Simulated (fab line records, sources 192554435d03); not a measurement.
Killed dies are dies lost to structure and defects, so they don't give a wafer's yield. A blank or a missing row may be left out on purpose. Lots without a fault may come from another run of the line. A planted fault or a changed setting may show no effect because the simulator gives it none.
fab line records | flow n5_finfet
record lots=7 wafers=19 last_day=17
route steps=1938 shown MOL_CONTACT_COAG@547 PASSIVATION@1936
lots that met no fault: from a run of the same line without faults
start_h: hours from the record's first day to the start of the lot's first wafer shown | wait_h: hours since the lot's step before | " the same as in the row above | L1.1+2: a row that stands for several wafers | - no value, or no start given | * or withheld: withheld | < > ~ a bound
route shown NAME@n: a module of which the file shows steps, and the number in the route of the first | usual: mean/standard deviation of fault-free wafers | same: alike in all rows | chamber/n: place in a boat | sites: the reading at each site | _std_site: their standard deviation | _edge_site: outer sites' mean less inner sites' | radius_mm: how far each site lies from the wafer's centre | mask NAME#n: copy n | behind: the tool/chamber that last shaped the wafer | hold: why the lot was held/for how many hours/how that ended | device: the transistor (n, p or np) that didn't switch | end of line: the same wafers' tests at the end of the route | a step without rows: its recipe alone | killed: dies lost to structure and defects at the first sort, not the wafer's yield | map: a wafer's dies, x killed, . not, _ none there
set.NAME: the setting as run; set.NAME@STEP: as run at that earlier step | model.NAME: the simulator's own value behind a step, which no gauge read
lots at some steps of the route; a table a step, a row a wafer
services: from which hour (start_h, from the record's first day; less than 0 if before it) a tool's chamber was out of use, for how many hours, and why
## steps
# step N5_MOL_CONTACT_COAG_SPUTTER_143
# recipe material=Co target_thk_a=25 temp_c=25 chamber_pressure_pa=0.2
# usual susceptor_temp_C=24.98/0.12 throttle_valve_pct=30.7/0.86
# columns lot.wafer tool chamber start_h wait_h susceptor_temp_C throttle_valve_pct
L693.3 pvd_sputter-02 - 102.12 0.0 24.94 31.5
L693.5 " - " " 25.04 31.4
L693.6 " - " " 24.96 29.9
L697.1 pvd_sputter-03 - 125.45 0.0 25.13 31.6
L697.3 " - " " 24.81 31.9
L697.6 " - " " 25.01 31.5
L698.1 pvd_sputter-02 - 137.69 0.0 25.12 30.6
L698.4 " - " " 24.94 32.7
L699.4 pvd_sputter-01 - 141.62 0.0 25.09 29.7
L699.5 " - " " 24.96 30.4
L709.2 pvd_sputter-02 - 200.69 0.0 25.09 31.5
L709.3 " - " " 24.85 29.7
L709.6 " - " " 24.89 30.8
L710.1 pvd_sputter-01 - 206.63 0.0 24.92 29.6
L710.2 " - " " 25.06 29.8
L710.5 " - " " 25.06 29.7
L711.1 pvd_sputter-02 - 212.73 0.0 25.08 31.4
L711.4 " - " " 24.95 29.7
L711.5 " - " " 24.95 29.7
# step N5_MOL_CONTACT_COAG_CO_FILL_22
# recipe material=Co target_thk_a=200 temp_c=200 precursor=CCTBA/H2 pressure_torr=30
# usual heater_power_w=231/26 susceptor_temp_C=200.00/0.18
# columns lot.wafer tool chamber start_h wait_h heater_power_w susceptor_temp_C
L693.3 cvd_co-02 0 102.24 0.1 218 200.05
L693.5 " 0 " " 216 200.00
L693.6 " 2 " " 190 200.00
L697.1 cvd_co-02 2 125.57 0.1 193 200.10
L697.3 " 1 " " 270 200.06
L697.6 " 1 " " 270 200.11
L698.1 cvd_co-02 0 137.81 0.1 220 199.92
L698.4 " 0 " " 218 200.01
L699.4 cvd_co-02 0 142.03 0.4 222 200.11
L699.5 " 2 " " 192 200.00
L709.2 cvd_co-01 2 200.81 0.1 248 199.86
L709.3 " 1 " " 235 199.94
L709.6 " 1 " " 237 200.07
L710.1 cvd_co-01 1 206.75 0.1 234 200.26
L710.2 " 2 " " 245 199.77
L710.5 " 1 " " 237 199.98
L711.1 cvd_co-01 0 212.86 0.1 237 199.96
L711.4 " 0 " " 232 199.67
L711.5 " 2 " " 245 199.84
# step N5_MOL_CONTACT_COAG_ANNEAL_113
# recipe temp_c=400 time_s=300 ambient=H2/N2
# step N5_MOL_CONTACT_COAG_PRE_CLEAN_142
# recipe gas=H2/He time_s=60 temp_c=300
# usual heater_power_w=443/30 susceptor_temp_C=299.99/0.18
# columns lot.wafer tool chamber start_h wait_h heater_power_w susceptor_temp_C
L693.3 pvd_sputter-01 - 105.36 2.1 423 299.97
L693.5 " - " " 425 300.14
L693.6 " - " " 476 300.04
L697.1 pvd_sputter-01 - 129.30 3.0 479 300.00
L697.3 " - " " 424 300.09
L697.6 " - " " 431 299.73
L698.1 pvd_sputter-01 - 140.86 2.2 399 299.76
L698.4 " - " " 429 300.00
L699.4 pvd_sputter-02 - 143.47 0.5 417 299.71
L699.5 " - " " 495 300.34
L709.2 pvd_sputter-03 - 205.37 3.6 409 300.32
L709.3 " - " " 442 300.00
L709.6 " - " " 453 299.84
L710.1 pvd_sputter-01 - 209.59 1.9 419 299.95
L710.2 " - " " 483 300.43
L710.5 " - " " 466 300.08
L711.1 pvd_sputter-03 - 214.64 1.0 403 300.08
L711.4 " - " " 468 300.27
L711.5 " - " " 413 300.01
# step N5_MOL_CONTACT_COAG_SPUTTER_130
# recipe material=Co target_thk_a=475 temp_c=25 chamber_pressure_pa=0.5 power_w=3000
# usual susceptor_temp_C=25.00/0.11 throttle_valve_pct=30.6/0.84
# columns lot.wafer tool chamber start_h wait_h susceptor_temp_C throttle_valve_pct
L693.3 pvd_sputter-01 - 105.42 0.0 24.99 29.6
L693.5 " - " " 25.11 30.4
L693.6 " - " " 25.00 30.4
L697.1 pvd_sputter-01 - 129.36 0.0 24.96 29.7
L697.3 " - " " 25.03 30.6
L697.6 " - " " 25.13 29.9
L698.1 pvd_sputter-01 - 140.92 0.0 24.83 30.6
L698.4 " - " " 24.95 29.5
L699.4 pvd_sputter-02 - 143.53 0.0 25.01 32.4
L699.5 " - " " 25.04 31.3
L709.2 pvd_sputter-03 - 205.43 0.0 25.03 30.6
L709.3 " - " " 25.25 30.4
L709.6 " - " " 25.18 30.7
L710.1 pvd_sputter-01 - 209.65 0.0 24.77 29.7
L710.2 " - " " 25.04 29.5
L710.5 " - " " 25.04 30.4
L711.1 pvd_sputter-03 - 214.70 0.0 25.09 30.5
L711.4 " - " " 24.87 31.4
L711.5 " - " " 24.97 30.5
# step N5_MOL_CONTACT_COAG_PRECLEAN_125
# recipe chemistry=DIW time_s=57.5 temp_c=23
# step N5_MOL_CONTACT_COAG_SRD_126
# recipe dry_time_s=32 dry=n2_spin spin_rpm=1500
# step N5_MOL_CONTACT_COAG_CMP_23
# recipe stop_on=SiO2 t_overpolish_s=1.5 post_cmp_clean=cu_alkaline down_force_psi=2 platen_rpm=50.289 pad_velocity_m_s=1.0006 target_thk_nm=0
# usual head_pressure_psi=2.000/0.0049 motor_current_A=7.7/0.74 overpolish_run_s=1.499/0.0083 slurry_filter_dp_kPa=13.49/0.15 time_to_endpoint_s=10.8/2.4
# same t_overpolish_s=1.5
# columns lot.wafer tool chamber start_h wait_h head_pressure_psi motor_current_A overpolish_run_s slurry_filter_dp_kPa time_to_endpoint_s
L693.3 cmp-04 2 105.62 0.0 1.991 7.2 1.503 13.57 5.1
L693.6 " 2 " " 1.988 7.7 1.502 13.26 7.8
L693.5 " 3 " " 1.995 8.0 1.505 13.44 9.4
L697.1 cmp-02 3 129.54 0.0 2.002 7.7 1.494 13.48 12.2
L697.3 " 1 " " 1.995 7.5 1.500 13.59 11.5
L697.6 " 3 " " 2.004 7.7 1.490 13.49 13.7
L698.4 cmp-02 0 141.19 0.1 2.001 7.7 1.496 13.29 7.7
L698.1 " 1 " " 2.000 7.6 1.487 13.68 9.6
L699.4 cmp-04 3 143.71 0.0 2.010 8.2 1.505 13.48 12.5
L699.5 " 0 " " 2.002 7.6 1.504 13.59 8.2
L709.3 cmp-01 2 205.61 0.0 1.991 8.3 1.504 13.64 11.2
L709.2 " 3 " " 2.006 7.6 1.488 13.60 8.9
L709.6 " 2 " " 2.001 9.0 1.518 13.39 10.3
L710.2 cmp-02 0 209.84 0.0 1.996 7.7 1.515 13.49 7.9
L710.1 " 3 " " 1.998 7.5 1.510 13.30 13.9
L710.5 " 0 " " 2.002 8.1 1.498 13.50 9.9
L711.1 cmp-01 2 214.88 0.0 2.001 9.1 1.505 13.59 12.3
L711.4 " 3 " " 1.998 7.4 1.501 13.50 11.8
L711.5 " 2 " " 2.000 8.3 1.489 13.49 13.7
# step N5_MOL_CONTACT_COAG_WET_ETCH_26
# recipe target=Co target_depth_nm=13
# step N5_MOL_CONTACT_COAG_WET_ETCH_116
# recipe chemistry=SC1-inhibited target_depth_nm=4.6 dry=ipa_marangoni rinse_time_s=30 rinse_temp_c=23
# step N5_MOL_CONTACT_COAG_ALD_27
# recipe material=SiOC target_thk_a=170 temp_c=400 ald_precursor_family=carbosiloxane ald_co_reactant=H2-plasma pulse_time_s=1.5 time_s=2720 purge_time_s=2 co_reactant_purge_time_s=2 ald_cycles=340 pressure_torr=2
# usual heater_power_w=823/70 precursor_pulse_height_rel=0.999/0.021 run_length_s=2770.0/0.65 susceptor_temp_C=399.98/0.21 time_s=2720/0
# columns lot.wafer tool chamber start_h wait_h heater_power_w precursor_pulse_height_rel run_length_s susceptor_temp_C time_s
L693.3 ald_sin-03 0 106.44 0.0 832 0.988 2769.2 399.94 2720
L693.5 " 1 " " 843 0.998 2769.4 400.10 2720
L693.6 " 2 " " 906 1.022 2770.8 400.17 2720
L697.1 ald_sin-04 1 130.36 0.0 730 0.958 3433.9 400.13 3383.7
L697.3 " 2 " " 874 0.993 2769.0 399.98 2720
L697.6 " 1 " " 753 0.969 2770.4 400.35 2720
L698.1 ald_sin-04 3 141.94 0.0 849 1.009 3433.4 399.90 3383.7
L698.4 " 0 " " 802 0.985 2770.4 400.19 2720
L699.4 ald_sin-04 0 144.59 0.0 795 0.998 2770.9 399.83 2720
L699.5 " 3 " " 883 0.999 3433.6 399.97 3383.7
L709.2 ald_sin-02 2 206.51 0.1 709 1.025 2769.8 400.21 2720
L709.3 " 1 " " 833 1.012 2769.1 400.03 2720
L709.6 " 1 " " 817 1.013 2769.3 400.21 2720
L710.1 ald_sin-03 2 210.66 0.0 895 0.997 2770.8 399.55 2720
L710.2 " 0 " " 806 1.007 2769.5 399.83 2720
L710.5 " 0 " " 834 0.980 2769.4 399.94 2720
L711.1 ald_sin-04 2 215.70 0.0 856 1.018 2769.3 400.01 2720
L711.4 " 1 " " 746 0.997 2770.8 399.97 2720
L711.5 " 1 " " 763 0.958 2770.3 400.07 2720
# step N5_MOL_CONTACT_COAG_CMP_28
# recipe stop_on=SiNx t_overpolish_s=0.85 post_cmp_clean=alkaline_brush down_force_psi=4.15 platen_rpm=51.8 pad_velocity_m_s=1.0307 target_thk_nm=14.522
# step N5_PASSIVATION_PROBE_49
# usual killed_at_M0_to_M3=31/11 killed_at_M4_up=14/5.1 killed_at_contacts=12/5.6 killed_at_front_end=42/12 killed_at_other=3.8/2.9 killed_dies=103/18 killed_open=67/14 killed_short=33/8
# same gross_dies=1180 killed_at_back_side=0
# columns lot.wafer tool chamber start_h wait_h killed_at_M0_to_M3 killed_at_M4_up killed_at_contacts killed_at_front_end killed_at_other killed_dies killed_open killed_short
L699.4 prober-01 - 326.41 0.2 41 14 4 41 3 103 69 34
L699.5 prober-01 - 326.46 0.2 59 31 10 38 2 140 95 42
L698.1 prober-01 - 339.42 0.0 16 10 8 62 6 102 55 39
L698.4 prober-01 - 339.57 0.2 17 12 16 61 3 109 60 44
L709.2 prober-01 - 384.81 0.1 47 8 13 15 4 87 62 22
L709.3 prober-01 - 384.86 0.1 46 14 9 39 3 111 65 37
L709.6 prober-01 - 385.01 0.3 17 13 10 37 1 78 47 28
# killed by level:class
L699.4 BEOL_M0_SAQP:geometric_particle:open=13 FIN_SAQP:geometric_particle:open=12 FIN_SAQP:geometric_particle:short=8 BEOL_M0_SAQP:geometric_particle:short=8 BEOL_M3:geometric_particle:open=7 DUMMY_GATE:geometric_particle:open=6 BEOL_M1:geometric_particle:open=6 BEOL_M4:geometric_particle:open=4
L699.5 BEOL_M0_SAQP:geometric_particle:open=17 BEOL_M4:geometric_particle:open=17 BEOL_M0_SAQP:geometric_particle:short=15 BEOL_M1:geometric_particle:open=9 MOL_CONTACT_COAG:geometric_particle:open=7 BEOL_M2:geometric_particle:open=7 ILD0:geometric_particle:open=6 FIN_SAQP:geometric_particle:open=4
L698.1 FIN_SAQP:geometric_particle:short=11 GATE_CUT:geometric_particle:short=9 GATE_CUT:geometric_particle:open=8 HKMG_FIN:area_etch=8 FIN_SAQP:geometric_particle:open=7 MOL_CONTACT_COAG:geometric_particle:open=7 BEOL_M4:geometric_particle:open=7 STI_FIN_REVEAL:geometric_particle:open=5
L698.4 FIN_SAQP:geometric_particle:short=20 MOL_CONTACT_COAG:geometric_particle:open=13 FIN_SAQP:geometric_particle:open=8 GATE_CUT:geometric_particle:short=6 STI_FIN_REVEAL:geometric_particle:open=5 GATE_CUT:geometric_particle:open=5 HKMG_FIN:area_etch=5 DUMMY_GATE:geometric_particle:open=4
L709.2 BEOL_M2:geometric_particle:open=14 MOL_CONTACT_COAG:geometric_particle:open=13 BEOL_M1:geometric_particle:open=11 BEOL_M0_SAQP:geometric_particle:short=9 BEOL_M3:geometric_particle:open=8 PAD_METAL:geometric_particle:open=4 GATE_CUT:geometric_particle:short=3 BEOL_M0_SAQP:geometric_particle:open=3
L709.3 BEOL_M1:geometric_particle:open=14 DUMMY_GATE:geometric_particle:open=9 BEOL_M0_SAQP:geometric_particle:short=8 HKMG_FIN:area_etch=8 BEOL_M1:geometric_particle:short=7 MOL_CONTACT_COAG:geometric_particle:open=6 BEOL_M5:geometric_particle:open=6 BEOL_M3:geometric_particle:open=5
L709.6 GATE_CUT:geometric_particle:short=7 MOL_CONTACT_COAG:geometric_particle:open=7 GATE_CUT:geometric_particle:open=6 BEOL_M1:geometric_particle:open=4 BEOL_M4:geometric_particle:open=4 BEOL_M5:geometric_particle:open=4 STARTING-WAFER:geometric_particle:open=4 STI_FIN_REVEAL:geometric_particle:short=3
## services
# columns tool chamber start_h hours kind
ald_sin-04 3 78.90 5.6 repair
cvd_co-02 - 79.15 6.0 pm
cmp-04 - 79.54 0.7 repair
ald_sin-04 2 82.36 6.0 repair
ald_sin-02 - 85.25 14.0 pm
cmp-02 - 95.02 0.8 repair
cmp-04 - 107.29 1.2 repair
cvd_co-01 1 114.67 - clean
cvd_co-01 1 114.67 22.0 scheduled_down
cvd_co-01 1 114.67 22.0 vent_cycle
cmp-04 - 119.98 2.2 repair
cvd_co-01 - 125.47 1.9 repair
cmp-04 - 128.44 4.0 pm
pvd_sputter-02 - 140.26 0.6 repair
cvd_co-01 2 148.60 4.2 repair
ald_sin-03 1 155.05 4.3 repair
ald_sin-04 3 161.32 9.1 repair
cmp-02 - 161.40 8.3 pm
cmp-01 - 164.60 2.4 repair
cmp-04 - 185.04 3.2 repair
cvd_co-02 - 192.37 1.5 repair
cmp-02 - 201.77 6.7 pm
cmp-02 - 209.12 0.2 repair
ald_sin-03 3 212.51 5.3 repair
## key
first_sign step=N5_MOL_CONTACT_COAG_ALD_27 reading=time_s direction=up sigmas=99+ usual=* struck=*
effect step=N5_MOL_CONTACT_COAG_ALD_27 reading=run_length_s direction=up sigmas=99+ usual=* struck=*
met_at N5_MOL_CONTACT_COAG_ALD_27
struck_wafers L697.1,L698.1,L699.5
tester_left_out L697,L698,L699
fault kind=process_parameter_drift tool=ald_sin-04 chamber=- onset_h=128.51 steps=N5_MOL_CONTACT_COAG_ALD_27 channel=time_s offset=* shape=step end_h=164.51 scope=struck_wafers_only stated=*
# tester_left_out: of these lots the tester's yield and bins aren't shown, on N5 and GAA mostly nor the transistor test; their killed dies are dies lost to structure and defects alone, not to doping, threshold or leakage, so they don't give the yield
